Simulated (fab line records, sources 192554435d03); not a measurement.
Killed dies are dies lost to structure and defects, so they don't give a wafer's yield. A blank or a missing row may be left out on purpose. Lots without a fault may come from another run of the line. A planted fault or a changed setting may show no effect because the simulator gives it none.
fab line records | flow n5_finfet
record lots=7 wafers=39
route steps=1938 shown PMOS_HMC_CHANNEL_EPI@57 FIN_CUT@173 SDB@373 MOL_CONTACT_COAG@581 BEOL_M2@883 BEOL_M3@991 BEOL_M5@1112 BEOL_M9@1460
start_h: hours from the record's first day to the start of the lot's first wafer shown | wait_h: hours since the lot's step before | " the same as in the row above | L1.1+2: a row that stands for several wafers | - no value, or no start given | * or withheld: withheld | < > ~ a bound
route shown NAME@n: a module of which the file shows steps, and the number in the route of the first | usual: mean/standard deviation of fault-free wafers | same: alike in all rows | chamber/n: place in a boat | sites: the reading at each site | _std_site: their standard deviation | _edge_site: outer sites' mean less inner sites' | radius_mm: how far each site lies from the wafer's centre | mask NAME#n: copy n | behind: the tool/chamber that last shaped the wafer | hold: why the lot was held/for how many hours/how that ended | device: the transistor (n, p or np) that didn't switch | end of line: the same wafers' tests at the end of the route | a step without rows: its recipe alone | killed: dies lost to structure and defects at the first sort, not the wafer's yield | map: a wafer's dies, x killed, . not, _ none there
set.NAME: the setting as run; set.NAME@STEP: as run at that earlier step | model.NAME: the simulator's own value behind a step, which no gauge read
lots whose settings were changed on purpose; a table a step, a row a wafer
## steps
# step N5_PMOS_HMC_CHANNEL_EPI_HM_DEP_34
# recipe material=SiO2 target_thk_a=360 temp_c=400 precursor=TEOS/O2 pressure_torr=6.5 rf_w=900 teos_flow_sccm=161.4 gas=O2 flow_sccm=2650 time_s=6.9
# columns lot.wafer tool chamber start_h wait_h set.target_thk_a model.SiO2_of_PMOS_HMC_CHANNEL_EPI_HM_DEP_34.thk_nm
L074.1 pecvd-03 2 17.38 0.0 360 35.47
L074.2 " 0 " " 360 35.81
L074.3 " 1 " " 360 35.97
L074.4 " 0 " " 360 35.94
L074.5 " 2 " " 360 36.06
L074.6 " 1 " " 360 36.16
L076.1 pecvd-03 0 29.85 0.0 515.3 50.91
L076.2 " 1 " " 360 35.95
L076.3 " 2 " " 515.3 51.37
L076.4 " 0 " " 360 36.33
L076.5 " 1 " " 515.3 52.21
L076.6 " 2 " " 360 36.62
L078.1 pecvd-01 0 40.94 0.0 418.4 42.1
L078.2 " 2 " " 360 36.35
L078.3 " 1 " " 360 36.17
L078.4 " 1 " " 360 36.87
L078.5 " 0 " " 418.4 43.06
L078.6 " 2 " " 418.4 42.93
L079.1 pecvd-02 2 46.79 0.0 360 36.4
L079.2 " 1 " " 479.1 47.68
L079.3 " 0 " " 360 35.54
L079.4 " 0 " " 479.1 48.2
L079.5 " 2 " " 360 36.69
L079.6 " 1 " " 479.1 48.36
L091.1 pecvd-01 0 118.84 0.0 155.9 15.71
L091.2 " 2 " " 360 35.96
L091.3 " 1 " " 155.9 15.29
L091.4 " 0 " " 360 36.33
L091.5 " 2 " " 360 36.41
L091.6 " 1 " " 155.9 15.43
L094.1 pecvd-01 2 137.09 0.0 360 36.34
L094.2 " 0 " " 360 35.88
L094.3 " 1 " " 360 35.78
L094.4 " 1 " " 360 36.51
L094.5 " 2 " " 360 36.49
L094.6 " 0 " " 360 36.53
L097.2 pecvd-03 2 155.97 0.0 360 35.34
L097.3 " 0 " " 360 35.54
L097.5 " 0 " " 360 36.54
# step N5_FIN_CUT_CUT_ETCH_26
# recipe chemistry=CH3F/O2 target=SiNx target_depth_a=390 mask_material=SOC time_s=55.7 pressure_mtorr=30 source_w=395 bias_w=73 Ar_flow_sccm=150 CH3F_flow_sccm=30 O2_flow_sccm=20 ion_energy_ev=120
# columns lot.wafer tool chamber start_h wait_h set.target_depth_a model.etch.depth_nm model.SOC_of_FIN_CUT_COAT_18.thk_nm
L074.1 rie_diel-03 0 27.72 0.0 481.6 48.29 207.6
L074.2 " 2 " " 481.6 47.79 208.4
L074.3 " 3 " " 390 38.31 212.8
L074.4 " 1 " " 481.6 47.19 208.4
L074.5 " 1 " " 390 38.41 213
L074.6 " 2 " " 390 38.88 212.2
L076.1 rie_diel-05 3 40.74 0.0 390 38.84 212.2
L076.2 " 0 " " 390 39.05 212
L076.3 " 1 " " 542.9 54.33 205
L076.4 " 1 " " 542.9 54.45 204.4
L076.5 " 3 " " 542.9 55.17 204.4
L076.6 " 0 " " 390 38.42 212.4
L078.1 rie_diel-03 0 50.98 0.0 390 38.87 212
L078.2 " 1 " " 390 38.46 211.8
L078.3 " 2 " " 390 39.02 211.8
L078.4 " 1 " " 390 38.3 212.2
L078.5 " 0 " " 390 39.02 212
L078.6 " 2 " " 390 39.05 211.6
L079.1 rie_diel-03 2 57.63 0.0 523.2 52.41 204.8
L079.2 " 0 " " 390 38.43 211.2
L079.3 " 1 " " 390 38.34 211.6
L079.4 " 0 " " 523.2 51.25 205.2
L079.5 " 2 " " 390 38.85 211.4
L079.6 " 1 " " 523.2 51.3 205.2
L091.1 rie_diel-05 0 128.54 0.0 205 20.44 220.4
L091.2 " 3 " " 390 38.87 212
L091.3 " 1 " " 390 38.77 211.2
L091.4 " 1 " " 205 20.39 220
L091.5 " 3 " " 390 38.83 212.4
L091.6 " 0 " " 205 20.38 221
L094.1 rie_diel-01 3 152.55 0.0 390 38.99 211
L094.2 " 0 " " 390 39.18 211.2
L094.3 " 1 " " 201.8 20.28 220.6
L094.4 " 2 " " 201.8 20.41 220.8
L094.5 " 0 " " 201.8 20.45 220.6
L094.6 " 1 " " 390 38.98 211.2
L097.2 rie_diel-01 2 166.19 0.0 390 39.5 210.4
L097.3 " 0 " " 390 39.05 211
L097.5 " 3 " " 390 39.06 211.2
# step N5_FIN_CUT_CUT_ETCH_27
# recipe chemistry=CHF3/O2 target=SiO2 target_depth_a=40 mask_material=SOC overetch_a=20 time_s=4.9 pressure_mtorr=30 source_w=650 bias_w=170 Ar_flow_sccm=200 CHF3_flow_sccm=50 O2_flow_sccm=5 ion_energy_ev=200
# step N5_FIN_CUT_PRECLEAN_35
# recipe time_s=13.3 temp_c=45 pressure_torr=125 p_hf_torr=3 p_coreactant_torr=25 chemistry=vHF
# step N5_FIN_CUT_CUT_ETCH_15
# recipe chemistry=HBr/Cl2/O2 target=Si target_depth_a=1000 bt_time_s=10 mask_material=SOC time_s=42.4 ion_energy_ev=* bias_w=* pressure_mtorr=10 icp_w=800 HBr_flow_sccm=150 Cl2_flow_sccm=80 O2_flow_sccm=12
# columns lot.wafer tool chamber start_h wait_h set.target_depth_a@FIN_CUT_CUT_ETCH_26 model.SOC_of_FIN_CUT_COAT_18.thk_nm
L074.1 rie_si-06 3 27.91 0.1 481.6 166
L074.2 " 1 " " 481.6 166.8
L074.3+5 " 0,3 " " 390 171.4
L074.4 " 1 " " 481.6 166.6
L074.6 " 0 " " 390 171
L076.1 rie_si-06 0 40.93 0.1 390 171.2
L076.2 " 3 " " 390 171
L076.3 " 1 " " 542.9 164.2
L076.4+5 " 1,0 " " 542.9 163.6
L076.6 " 3 " " 390 171.4
L078.1 rie_si-06 2 51.17 0.1 390 171.6
L078.2+5 " 3 " " 390 170.4
L078.3 " 1 " " 390 170.8
L078.4 " 2 " " 390 171.4
L078.6 " 1 " " 390 170.6
L079.1 rie_si-06 2 57.82 0.1 523.2 164
L079.2+3 " 1,3 " " 390 170.2
L079.4 " 2 " " 523.2 164.4
L079.5 " 3 " " 390 170
L079.6 " 1 " " 523.2 164.2
L091.1 rie_si-06 1 128.74 0.1 205 179.2
L091.2 " 0 " " 390 171.2
L091.3 " 3 " " 390 169.8
L091.4 " 2 " " 205 178.6
L091.5 " 2 " " 390 171.4
L091.6 " 1 " " 205 179.8
L094.1+6 rie_si-06 2,0 152.74 0.1 390 169.8
L094.2 " 0 " " 390 169.6
L094.3 " 1 " " 201.8 179.2
L094.4 " 3 " " 201.8 178.6
L094.5 " 3 " " 201.8 178.8
L097.2 rie_si-02 3 166.39 0.1 390 169.4
L097.3+5 " 2,0 " " 390 170.6
# step N5_SDB_ALD_29
# recipe material=SiNx target_thk_a=300 temp_c=400 ald_precursor_family=SiH2I2 ald_co_reactant=N2/H2-plasma pulse_time_s=1 ald_cycles=600 purge_time_s=2 co_reactant_purge_time_s=2 pressure_torr=2
# columns lot.wafer tool chamber start_h wait_h set.ald_cycles model.SiNx_of_SDB_ALD_29.thk_nm
L074.1+4+6 ald_sin-04 0,1,1 70.96 0.0 600 29.6
L074.2+3+5 " 2,3,2 " " 600 29.8
L076.1+3+4 ald_sin-03 2,0,1 79.50 0.6 750 37.6
L076.2+5 " 3,1 " " 600 30
L076.6 " 2 80.86 2.0 600 30.2
L078.1 ald_sin-04 3 95.77 0.0 600 30
L078.2+5 " 1,3 " " 725 36.2
L078.3 " 2 " " 600 30.2
L078.4 " 0 " " 600 29.8
L078.6 " 2 97.12 1.4 725 36.4
L079.1 ald_sin-01 3 99.62 0.0 467 23.8
L079.2+6 " 0,3 " " 600 30
L079.3 " 1 " " 467 23.4
L079.4 " 2 " " 467 23.6
L079.5 " 2 100.98 1.4 600 30.4
L091.1+2+3+5+6 ald_sin-01 2,1,0,2,1 173.25 0.1 600 30
L091.4 " 3 " " 600 29.8
L094.1+3+4 ald_sin-01 2,1,3 193.33 0.0 600 30
L094.2+6 " 0 " " 404 20.2
L094.5 " 3 194.68 1.4 404 20
L097.2 ald_sin-01 1 205.76 0.0 600 30.2
L097.3 " 0 " " 600 29.8
L097.5 " 1 207.11 1.4 600 30
# step N5_SDB_CMP_30
# recipe stop_on=poly-Si t_overpolish_s=1.54 post_cmp_clean=alkaline_brush down_force_psi=4.1491 platen_rpm=51.796 pad_velocity_m_s=1.0306 target_thk_nm=30
# columns lot.wafer tool chamber start_h wait_h set.ald_cycles@SDB_ALD_29 model.SiNx_of_SDB_ALD_29.thk_nm
L074.3+2+5 cmp-02 3,2,3 73.69 1.4 600 29.8
L074.4+1+6 " 0,1,0 " " 600 29.6
L076.4 cmp-02 1 82.24 1.4 750 30
L076.3 " 2 " " 750 29
L076.2+5 " 3,2 " " 600 30
L076.1 " 0 " " 750 29.6
L076.6 " 1 " " 600 30.2
L078.2 cmp-02 3 98.51 1.4 725 29.8
L078.4 " 0 " " 600 29.8
L078.3 " 1 " " 600 30.2
L078.1 " 2 " " 600 30
L078.6+5 " 3,0 " " 725 29.6
L079.1 cmp-02 2 102.36 1.4 467 23.8
L079.4 " 3 " " 467 23.6
L079.3 " 0 " " 467 23.4
L079.2+6 " 1,3 " " 600 30
L079.5 " 2 " " 600 30.4
L091.4 cmp-01 3 175.98 1.4 600 29.8
L091.3+2+1+6+5 " 0,1,2,3,0 " " 600 30
L094.2+6 cmp-02 1 196.06 1.4 404 20.2
L094.1+3+4 " 2,3,0 " " 600 30
L094.5 " 2 " " 404 20
L097.3 cmp-04 1 208.57 1.5 600 29.8
L097.2 " 2 " " 600 30.2
L097.5 " 3 " " 600 30
# step N5_MOL_CONTACT_COAG_ETCH_91
# recipe chemistry=N2/H2 target=SOC target_depth_a=600 overetch_a=210 mask_material=SiARC temp_c=40 time_s=101.2 ion_energy_ev=200 pressure_mtorr=30 source_w=840 bias_w=150 n2_flow_sccm=200 h2_flow_sccm=200
# columns lot.wafer tool chamber start_h wait_h set.target_depth_a model.SiARC_of_MOL_CONTACT_COAG_COAT_76.thk_nm
L074.1 rie_diel-02 0 102.99 0.0 944.8 4.2
L074.2 " 3 " " 944.8 3.8
L074.3+5 " 2,3 " " 600 5.8
L074.4 " 0 " " 600 6
L074.6 " 2 " " 944.8 4
L076.1+6 rie_diel-02 3,2 108.69 0.0 600 5.8
L076.2+5 " 1,3 " " 400.9 6.8
L076.3 " 2 " " 600 5.6
L076.4 " 0 " " 400.9 7
L078.1+4+5 rie_diel-02 3,2,2 126.42 0.0 370 7
L078.2 " 1 " " 600 5.8
L078.3 " 0 " " 600 6
L078.6 " 3 " " 600 5.6
L079.1+5 rie_diel-04 2 132.53 0.0 600 5.6
L079.2+3+4+6 " 1,0,3,1 " " 600 5.8
L091.1 rie_diel-04 2 203.87 0.0 441.2 6.4
L091.2+4 " 3,0 " " 441.2 6.6
L091.3+5+6 " 1,0,3 " " 600 5.8
L094.1+2+4 rie_diel-04 0,3,2 225.13 0.0 875.7 4.2
L094.3+5+6 " 1,3,0 " " 600 5.8
L097.2 rie_diel-06 3 239.16 0.0 600 6
L097.3+5 " 0 " " 600 5.8
# step N5_MOL_CONTACT_COAG_ALD_133
# recipe material=SiO2 target_thk_a=50 temp_c=100 ald_precursor_family=BDEAS ald_co_reactant=O2-plasma pulse_time_s=1 co_reactant_pulse_time_s=1 purge_time_s=2 co_reactant_purge_time_s=2 ald_cycles=35 pressure_torr=2
# columns lot.wafer tool chamber start_h wait_h set.ald_cycles model.SiO2_of_MOL_CONTACT_COAG_ALD_133.thk_nm
L074.1+5+6 ald_sin-02 2,3,0 104.36 0.1 56 8
L074.2+3+4 " 3,1,0 " " 35 5
L076.1+2+4 ald_sin-03 2,3,0 109.74 0.1 28 4
L076.3+5+6 " 1,2,1 " " 35 5
L078.1+2+6 ald_sin-02 1,2,1 127.59 0.1 35 5
L078.3+4+5 " 3,0,2 " " 43 6.2
L079.1+2+6 ald_sin-04 2,3,0 133.58 0.1 35 5
L079.3 " 0 " " 26 3.6
L079.4+5 " 1 " " 26 3.8
L091.1+2+6 ald_sin-04 1,3,3 205.25 0.4 35 5
L091.3+4+5 " 2,1,2 " " 45 6.4
L094.1+3+6 ald_sin-03 1,2,2 226.65 0.1 35 5
L094.2+4+5 " 0,3,1 " " 49 7
L097.2+3+5 ald_sin-03 3,0,3 240.95 0.1 35 5
# step N5_BEOL_M2_ETCHBACK_99
# recipe chemistry=CHF3 target=SiO2 target_depth_a=50 time_s=10.4 source_w=215 bias_w=47 Ar_flow_sccm=200 CHF3_flow_sccm=12 ion_energy_ev=100 pressure_mtorr=30
# columns lot.wafer tool chamber start_h wait_h set.target_depth_a model.CAR-EUV_of_BEOL_M2_COAT_22.thk_nm
L074.1 rie_diel-06 2 144.29 6.5 50 10.2
L074.2+4+6 " 1,3,0 " " 36.2 10.6
L074.3+5 " 0,3 " " 50 10.4
L076.1+2+3+4+5+6 rie_diel-04 1,0,3,2,3,0 147.88 9.8 50 10.4
L078.1+3+4+5+6 rie_diel-02 3,1,3,1,2 162.30 2.9 50 10.4
L078.2 " 2 " " 50 10.2
L079.1+2+3 rie_diel-02 3,2,1 167.55 6.1 35.85 10.6
L079.4+5+6 " 1,3,2 " " 50 10.4
L091.1+5 rie_diel-04 1,3 239.03 0.7 50 10.4
L091.2 " 0 " " 50 10.6
L091.3 " 2 " " 77.12 9.8
L091.4+6 " 3,0 " " 77.12 10
L094.1+2+3 rie_diel-06 1,3,2 271.40 2.2 76.53 10
L094.4 " 0 " " 50 10.4
L094.5+6 " 0,3 " " 50 10.2
L097.2+3+5 rie_diel-02 0,2,3 274.52 3.3 50 10.4
# step N5_BEOL_M3_ALD_84
# recipe material=TaN target_thk_a=* temp_c=275 ald_precursor_family=PDMAT ald_co_reactant=NH3 pressure_torr=3 carrier_flow_sccm=1500 pulse_time_s=2 purge_time_s=3 co_reactant_purge_time_s=2 co_reactant_pulse_time_s=3 ald_cycles=30 precursor_vessel_temp_c=75 precursor_vessel_pressure_torr=26.25 precursor_vessel_carrier_sccm=1000
# columns lot.wafer tool chamber start_h wait_h set.ald_cycles model.TaN_of_BEOL_M3_ALD_84.thk_nm
L074.1+2+3+5+6 ald_metal-03 0,1,3,3,0 153.71 0.1 30 *
L074.4 " 2 " " 30 *
L076.1+3+5 ald_metal-02 2,0,3 157.52 0.0 39 *
L076.2+4+6 " 1,3,2 " " 30 *
L078.1+3+6 ald_metal-02 2,1,1 171.69 0.0 30 *
L078.2+4+5 " 3,0,2 " " 35 *
L079.1 ald_metal-04 0 179.53 0.0 30 *
L079.2+4 " 1,3 " " 30 *
L079.3+5+6 " 2,1,2 " " 44 *
L091.1+2+3 ald_metal-03 3,0,1 250.59 0.0 30 *
L091.4 " 1 " " 38 *
L091.5+6 " 0,3 " " 38 *
L094.1+2 ald_metal-03 2,0 284.05 0.0 18 *
L094.3+5 " 3,1 " " 30 *
L094.4 " 1 " " 30 *
L094.6 " 0 " " 18 *
L097.2+3+5 ald_metal-04 2,0,0 284.34 0.0 30 *
# step N5_BEOL_M5_ILD_DEP_00
# recipe material=SiCOH_lowk target_thk_a=1406.4 temp_c=300 precursor=DEMS/porogen pressure_torr=5 rf_w=500 time_s=25.9
# columns lot.wafer tool chamber start_h wait_h set.target_thk_a model.SiCOH_lowk_of_BEOL_M5_ILD_DEP_00.thk_nm
L074.1 pecvd-02 2 171.97 0.8 1406.4 139.4
L074.2 " 1 " " 1406.4 140.8
L074.3 " 0 " " 1406.4 140
L074.4+5 " 0,1 " " 1406.4 142.6
L074.6 " 2 " " 1406.4 142.4
L076.1 pecvd-01 0 174.51 0.8 2071 206.4
L076.2 " 1 " " 2071 205.4
L076.3 " 2 " " 1406.4 138.8
L076.4 " 1 " " 1406.4 139.4
L076.5 " 0 " " 2071 206.6
L076.6 " 2 " " 1406.4 141.2
L078.1 pecvd-01 2 185.01 0.8 1406.4 137.4
L078.2 " 1 " " 1406.4 139.2
L078.3 " 0 " " 1636 162.8
L078.4 " 2 " " 1406.4 141
L078.5 " 0 " " 1636 165.8
L078.6 " 1 " " 1636 165.4
L079.1 pecvd-02 2 196.45 0.8 1406.4 140.6
L079.2 " 1 " " 1780 176.6
L079.3 " 0 " " 1780 177.6
L079.4 " 1 " " 1406.4 142.2
L079.5 " 2 " " 1406.4 142.4
L079.6 " 0 " " 1780 179.2
L091.1+6 pecvd-02 1 263.57 0.8 701.2 66.4
L091.2 " 0 " " 1406.4 137.6
L091.3 " 2 " " 1406.4 137.4
L091.4 " 0 " " 1406.4 140
L091.5 " 2 " " 701.2 66.8
L094.1 pecvd-01 2 296.51 0.8 1406.4 139
L094.2 " 1 " " 1406.4 139.6
L094.3 " 0 " " 1406.4 138.4
L094.4 " 0 " " 1406.4 142.4
L094.5+6 " 2,1 " " 1406.4 141.4
L097.2 pecvd-01 1 298.80 0.7 1406.4 139
L097.3 " 0 " " 1406.4 139.2
L097.5 " 1 " " 1406.4 142.2
# step N5_BEOL_M5_CURE_79
# recipe temp_c=385 time_s=240 ambient=He/Ar material=SiCOH_lowk
# columns lot.wafer tool chamber start_h wait_h set.target_thk_a@BEOL_M5_ILD_DEP_00 model.SiCOH_lowk_of_BEOL_M5_ILD_DEP_00.thk_nm
L074.1 uv_cure-01 1 172.03 0.0 1406.4 120
L074.2 " 1 " " 1406.4 121.2
L074.3 " 1 " " 1406.4 120.4
L074.4+5+6 " 1 " " 1406.4 122.6
L076.1 uv_cure-02 1 174.57 0.0 2071 178.2
L076.2 " 1 " " 2071 177.4
L076.3 " 1 " " 1406.4 119.4
L076.4 " 1 " " 1406.4 119.8
L076.5 " 1 " " 2071 178.4
L076.6 " 1 " " 1406.4 121.4
L078.1 uv_cure-01 2 185.07 0.0 1406.4 118.2
L078.2 " 2 " " 1406.4 119.8
L078.3 " 2 " " 1636 140.2
L078.4 " 2 " " 1406.4 121.4
L078.5 " 2 " " 1636 143
L078.6 " 2 " " 1636 142.4
L079.1 uv_cure-01 0 196.51 0.0 1406.4 120.8
L079.2 " 0 " " 1780 152.4
L079.3 " 0 " " 1780 153.2
L079.4+5 " 0 " " 1406.4 122.4
L079.6 " 0 " " 1780 154.4
L091.1 uv_cure-02 1 263.70 0.1 701.2 56.8
L091.2 " 1 " " 1406.4 118.4
L091.3 " 1 " " 1406.4 118.2
L091.4 " 1 " " 1406.4 120.4
L091.5 " 1 " " 701.2 57.2
L091.6 " 1 " " 701.2 57
L094.1 uv_cure-02 2 296.57 0.0 1406.4 119.6
L094.2 " 2 " " 1406.4 120
L094.3 " 2 " " 1406.4 119
L094.4 " 2 " " 1406.4 122.6
L094.5+6 " 2 " " 1406.4 121.6
L097.2 uv_cure-02 1 298.94 0.1 1406.4 119.6
L097.3 " 1 " " 1406.4 119.8
L097.5 " 1 " " 1406.4 122.4
# step N5_BEOL_M5_THK_MEAS_01
# recipe reads=SiCOH_lowk_of_BEOL_M5_ILD_DEP_00
# usual M5_ILD_THK=121.0/1.4
# columns lot.wafer tool chamber start_h wait_h set.target_thk_a@BEOL_M5_ILD_DEP_00 M5_ILD_THK[nm]
L074.1 film_metro-01 - 172.55 0.4 1406.4 120.0
L074.2 " - " " 1406.4 121.2
L074.3 " - " " 1406.4 120.4
L074.4 " - " " 1406.4 122.6
L074.5 " - " " 1406.4 122.6
L074.6 " - " " 1406.4 122.5
L076.1 film_metro-02 - 175.08 0.4 2071 178.2
L076.2 " - " " 2071 177.3
L076.3 " - " " 1406.4 119.5
L076.4 " - " " 1406.4 119.9
L076.5 " - " " 2071 178.4
L076.6 " - " " 1406.4 121.4
L078.1 film_metro-02 - 185.58 0.4 1406.4 118.3
L078.2 " - " " 1406.4 119.7
L078.3 " - " " 1636 140.3
L078.4 " - " " 1406.4 121.3
L078.5 " - " " 1636 142.9
L078.6 " - " " 1636 142.6
L079.1 film_metro-01 - 197.02 0.4 1406.4 121.0
L079.2 " - " " 1780 152.3
L079.3 " - " " 1780 153.2
L079.4 " - " " 1406.4 122.4
L079.5 " - " " 1406.4 122.4
L079.6 " - " " 1780 154.3
L091.1 film_metro-02 - 266.09 2.2 701.2 56.8
L091.2 " - " " 1406.4 118.5
L091.3 " - " " 1406.4 118.2
L091.4 " - " " 1406.4 120.5
L091.5 " - " " 701.2 57.3
L091.6 " - " " 701.2 57.0
L094.1 film_metro-01 - 297.09 0.4 1406.4 119.6
L094.2 " - " " 1406.4 120.1
L094.3 " - " " 1406.4 119.1
L094.4 " - " " 1406.4 122.5
L094.5 " - " " 1406.4 121.5
L094.6 " - " " 1406.4 121.7
L097.2 film_metro-02 - 299.37 0.4 1406.4 119.5
L097.3 " - " " 1406.4 119.8
L097.5 " - " " 1406.4 122.4
# step N5_BEOL_M9_CVD_78
# recipe material=Co target_thk_a=20 temp_c=withheld precursor=CCTBA/H2 pressure_torr=30 time_s=138.9
# columns lot.wafer tool chamber start_h wait_h set.target_thk_a model.Co_of_BEOL_M9_CVD_78.thk_nm
L074.1 cvd_co-01 1 211.70 0.0 20 2
L074.2+5+6 " 2,1,0 " " 25.08 2.6
L074.3+4 " 0,2 " " 20 2.2
L076.1+3+6 cvd_co-02 0,1,0 218.39 0.0 31.93 3.4
L076.2+4 " 2 " " 20 2
L076.5 " 1 " " 20 2.2
L078.1+3 cvd_co-01 0,2 239.15 0.0 31.6 3
L078.2 " 1 " " 20 1.8
L078.4 " 0 " " 31.6 3.2
L078.5+6 " 1,2 " " 20 2
L079.1+5 cvd_co-01 2,1 248.42 0.0 20 2
L079.2+3 " 0,1 " " 14.88 1.6
L079.4 " 2 " " 14.88 1.4
L079.6 " 0 " " 20 2.2
L091.1 cvd_co-02 0 305.67 0.1 14 1.6
L091.2 " 1 " " 20 2.2
L091.3+5 " 2,1 " " 20 2
L091.4+6 " 2,0 " " 14 1.4
L094.1+5 cvd_co-01 1,0 339.85 0.1 10.62 1.2
L094.2+6 " 2,1 " " 20 2.2
L094.3 " 0 " " 10.62 1
L094.4 " 2 " " 20 2
L097.2+5 cvd_co-01 2 344.85 0.1 20 2
L097.3 " 0 " " 20 2.2
## key
split step=N5_PMOS_HMC_CHANNEL_EPI_HM_DEP_34 setting=target_thk_a stated=360 by=wafer
response step=N5_PMOS_HMC_CHANNEL_EPI_HM_DEP_34 reading=model.SiO2_of_PMOS_HMC_CHANNEL_EPI_HM_DEP_34.thk_nm change=+0.362 per=1% r=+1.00
split step=N5_FIN_CUT_CUT_ETCH_26 setting=target_depth_a stated=390 by=wafer
response step=N5_FIN_CUT_CUT_ETCH_26 reading=model.etch.depth_nm change=+0.391 per=1% r=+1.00
response step=N5_FIN_CUT_CUT_ETCH_26 reading=model.SOC_of_FIN_CUT_COAT_18.thk_nm change=-0.19 per=1% r=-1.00
response step=N5_FIN_CUT_CUT_ETCH_15 reading=model.SOC_of_FIN_CUT_COAT_18.thk_nm change=-0.184 per=1% r=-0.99
split step=N5_SDB_ALD_29 setting=ald_cycles stated=600 by=wafer
response step=N5_SDB_ALD_29 reading=model.SiNx_of_SDB_ALD_29.thk_nm change=+0.3 per=1% r=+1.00
response step=N5_SDB_CMP_30 reading=model.SiNx_of_SDB_ALD_29.thk_nm shape=bent at_lowest=20.13 at_stated=29.95 at_highest=29.53
split step=N5_MOL_CONTACT_COAG_ETCH_91 setting=target_depth_a stated=600 by=wafer
response step=N5_MOL_CONTACT_COAG_ETCH_91 reading=model.SiARC_of_MOL_CONTACT_COAG_COAT_76.thk_nm change=-0.0327 per=1% r=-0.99
split step=N5_MOL_CONTACT_COAG_ALD_133 setting=ald_cycles stated=35 by=wafer
response step=N5_MOL_CONTACT_COAG_ALD_133 reading=model.SiO2_of_MOL_CONTACT_COAG_ALD_133.thk_nm change=+0.05 per=1% r=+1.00
split step=N5_BEOL_M2_ETCHBACK_99 setting=target_depth_a stated=50 by=wafer
response step=N5_BEOL_M2_ETCHBACK_99 reading=model.CAR-EUV_of_BEOL_M2_COAT_22.thk_nm change=-0.00766 per=1% r=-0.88
split step=N5_BEOL_M3_ALD_84 setting=ald_cycles stated=30 by=wafer
response step=N5_BEOL_M3_ALD_84 reading=model.TaN_of_BEOL_M3_ALD_84.thk_nm change=* per=1% r=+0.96
split step=N5_BEOL_M5_ILD_DEP_00 setting=target_thk_a stated=1406.4 by=wafer
response step=N5_BEOL_M5_ILD_DEP_00 reading=model.SiCOH_lowk_of_BEOL_M5_ILD_DEP_00.thk_nm change=+1.42 per=1% r=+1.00
response step=N5_BEOL_M5_CURE_79 reading=model.SiCOH_lowk_of_BEOL_M5_ILD_DEP_00.thk_nm change=+1.23 per=1% r=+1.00
response step=N5_BEOL_M5_THK_MEAS_01 reading=M5_ILD_THK change=+1.23 per=1% r=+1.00
split step=N5_BEOL_M9_CVD_78 setting=target_thk_a stated=20 by=wafer
response step=N5_BEOL_M9_CVD_78 reading=model.Co_of_BEOL_M9_CVD_78.thk_nm change=+0.0208 per=1% r=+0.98
